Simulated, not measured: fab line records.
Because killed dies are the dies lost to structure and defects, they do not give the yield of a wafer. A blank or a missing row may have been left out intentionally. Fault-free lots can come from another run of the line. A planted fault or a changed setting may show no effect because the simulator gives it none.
Matching of chambers / flow n5-finfet / 4 sister chambers for N5_MIM_TOP_LITHO_DESCUM_10 on rie-diel-03
The step chemistry O2, time 7.9 s. 4 wafers are shown with their chamber, then 8 later ones without.

## WAFERS, EACH WITH ITS CHAMBER
wafer=L081.4; chamber=2; drypump-motor-current-A (A)=5.6
wafer=L087.4; chamber=1; drypump-motor-current-A (A)=6.3
wafer=L087.5; chamber=3; drypump-motor-current-A (A)=5.7
wafer=L090.1; chamber=0; drypump-motor-current-A (A)=5.2

## WAFERS WITH NO CHAMBER GIVEN
wafer=L090.3; drypump-motor-current-A (A)=5.7
wafer=L090.6; drypump-motor-current-A (A)=6.3
wafer=L088.3; drypump-motor-current-A (A)=6.2
wafer=L088.5; drypump-motor-current-A (A)=6.3
wafer=L088.6; drypump-motor-current-A (A)=5.2
wafer=L095.2; drypump-motor-current-A (A)=5.2
wafer=L095.4; drypump-motor-current-A (A)=5.6
wafer=L095.5; drypump-motor-current-A (A)=5.7

## WHICH CHAMBER EACH WENT THROUGH
wafer=L090.3; from the rows above=3; in truth=3
wafer=L090.6; from the rows above=1; in truth=1
wafer=L088.3; from the rows above=1; in truth=1
wafer=L088.5; from the rows above=1; in truth=1
wafer=L088.6; from the rows above=0; in truth=0
wafer=L095.2; from the rows above=0; in truth=0
wafer=L095.4; from the rows above=2; in truth=2
wafer=L095.5; from the rows above=3; in truth=3
Placed correctly: 8 of 8. From these rows, 0 cannot be placed. Wrongly placed: 0.
How it was worked out, from the rows above alone: a wafer's distance from a chamber is the root of the sum, over the readings, of the square of ((its reading less the chamber's mean) divided by the reading's scatter). If the next closest chamber is less than 2 further off than the closest, the wafer can't be placed; otherwise it belongs to the closest. A chamber's mean is the mean of its shown wafers. The scatter: with one shown wafer a chamber, the root of the mean of the squares of how far each hidden wafer lies from its nearest shown one.
